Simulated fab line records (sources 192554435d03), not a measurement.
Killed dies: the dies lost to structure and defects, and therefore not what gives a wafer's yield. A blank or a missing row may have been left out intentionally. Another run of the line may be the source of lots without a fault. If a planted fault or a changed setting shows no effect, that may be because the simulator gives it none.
Problem report, 8D (eight disciplines) form, completed by code	flow n5 finfet	the parts of the form that need people (team, actions taken, sign-off) are left out

## 1. THE PROBLEM
VT_N_LONG at N5_BEOL_M4_RC_MEAS_101 reads a mean of 372.8 mV on 4 wafers of 3 lots; wafers without a fault read 274.7 mV with a standard deviation of 2. That is +49 standard deviations from the usual mean.
First seen on wafer L912.6, day 12 20:27, on prober-01. At this step, 27 wafers from 10 lots have a number in the record. By rule, "out" or "out of limits" means more than 4 standard deviations away from the usual mean. The rest of the wafers with a number are treated as sound.

## 2. WHAT IT IS, AND WHAT IT ISN'T
question	is	is not
which readings at this step	VT_N_LONG, IGATE_P, IOFF_N, IOFF_N_85C, IOFF_N_LIN, IOFF_N_LONG, IOFF_P, IOFF_P_85C, IOFF_P_LIN, IOFF_P_LONG, ION_N, ION_P, VT_N, VT_N_LVT, VT_P, VT_P_LONG, VT_P_LVT	DIBL_N, DIBL_P, SS_N, SS_P
which lots	L912, L914, L916	L894, L895, L897, L901, L903, L905, L907
which wafers of those lots	L912.6, L914.1, L914.6, L916.6	L912.3, L916.3
read on which gauges	prober-01, prober-02	-
when	from day 12 20:27	up to then (22 sound wafers); but 1 sound wafer of L916 came after

## 3. WHAT RULES OUT EACH SUSPECT
Counting: if a tool at a process step up to the reading ran every lot that is out, it stays a suspect. Sound lots after the first of them don't rule it out here, since some wafers of a struck lot are sound.
- the gauge at N5_BEOL_M4_RC_MEAS_101: ruled out. The wafers that are out were read on 2 gauges (prober-01, prober-02).
- thermal cvd si-01 at N5_HKMG_FIN_CVD_62 (deposits a-Si from Si2H6, target thk 3 nm, time 20.8 s): kept. It ran every lot that is out, first L912 (day 8 23:14); its last sound lot up to then is L907 (day 7 13:22).
Left after counting: thermal cvd si-01 at N5_HKMG_FIN_CVD_62.

## 4. THE CAUSE (what the simulator had put in)
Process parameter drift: thermal cvd si-01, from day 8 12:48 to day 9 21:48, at N5_HKMG_FIN_CVD_62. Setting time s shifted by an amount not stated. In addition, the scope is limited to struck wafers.
Counting left only this tool.

## 5. SEQUENCE OF EFFECTS, ordered by route
Each row: a reading where the mean over the struck wafers with a number is more than 3 standard deviations away from the usual. Only readings for which the record gives a usual standard deviation are gone through. hours: the time from each lot's start at the first step in this table that gives one to its start at this step, as a median over the lots. sigmas: the change in usual standard deviations.
hours	step	reading	usual	on struck wafers	change	sigmas
0	N5_BEOL_M4_RC_MEAS_101	EOT_P	10.47	10.79	+0.32	+3.4
0	N5_BEOL_M4_RC_MEAS_101	IGATE_P	0.0038 nA/um	0.0008	-0.0030	-5.5
0	N5_BEOL_M4_RC_MEAS_101	IOFF_N	0.16 nA/um	0.00	-0.16	-5.1
0	N5_BEOL_M4_RC_MEAS_101	IOFF_N_85C	3.1 nA/um	0.1	-3.0	-5.8
0	N5_BEOL_M4_RC_MEAS_101	IOFF_N_LIN	0.074 nA/um	0.003	-0.071	-5.9
0	N5_BEOL_M4_RC_MEAS_101	IOFF_N_LONG	5.54e-05 nA/um	2.29e-05	-3.25e-05	-14
0	N5_BEOL_M4_RC_MEAS_101	IOFF_P	0.21 nA/um	1.29	+1.08	+32
0	N5_BEOL_M4_RC_MEAS_101	IOFF_P_85C	3.6 nA/um	16.8	+13.2	+26
0	N5_BEOL_M4_RC_MEAS_101	IOFF_P_LIN	0.099 nA/um	0.609	+0.510	+39
0	N5_BEOL_M4_RC_MEAS_101	IOFF_P_LONG	0.000106 nA/um	0.000344	+0.000238	+26
0	N5_BEOL_M4_RC_MEAS_101	ION_N	673 uA/um	455	-218	-18
0	N5_BEOL_M4_RC_MEAS_101	ION_P	461 uA/um	526	+65	+9.0
0	N5_BEOL_M4_RC_MEAS_101	VT_N	250 mV	347	+97	+31
0	N5_BEOL_M4_RC_MEAS_101	VT_N_LONG	274.7 mV	372.8	+98.1	+49
0	N5_BEOL_M4_RC_MEAS_101	VT_N_LVT	98 mV	197	+99	+32
0	N5_BEOL_M4_RC_MEAS_101	VT_P	-250 mV	-200	+50	+15
0	N5_BEOL_M4_RC_MEAS_101	VT_P_LONG	-275.4 mV	-235.4	+40.0	+13
0	N5_BEOL_M4_RC_MEAS_101	VT_P_LVT	-98.5 mV	-48.4	+50.1	+18
98	N5_PASSIVATION_PROBE_49	sort n pass	1074	0	-1074	-60
98	N5_PASSIVATION_PROBE_49	sort yield pct	91.0 %	0.0	-91.0	-61
The process steps in it:
- N5_PASSIVATION_PROBE_49

## 6. WHAT WOULD HAVE CAUGHT IT SOONER
104 hours passed between the start of the fault at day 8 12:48 and the first reading out of limits at a measuring or inspecting step in this record, taken at day 12 20:27.
Of the tool readings at N5_HKMG_FIN_CVD_62 for which the record gives a usual standard deviation, none was out on any struck wafer, so an alarm limit of 4 standard deviations on them would not have fired.
Lots out: 3; all had begun N5_HKMG_FIN_CVD_62 on thermal cvd si-01 by day 12 20:27. A hold on the tool at that time would have spared none of them.
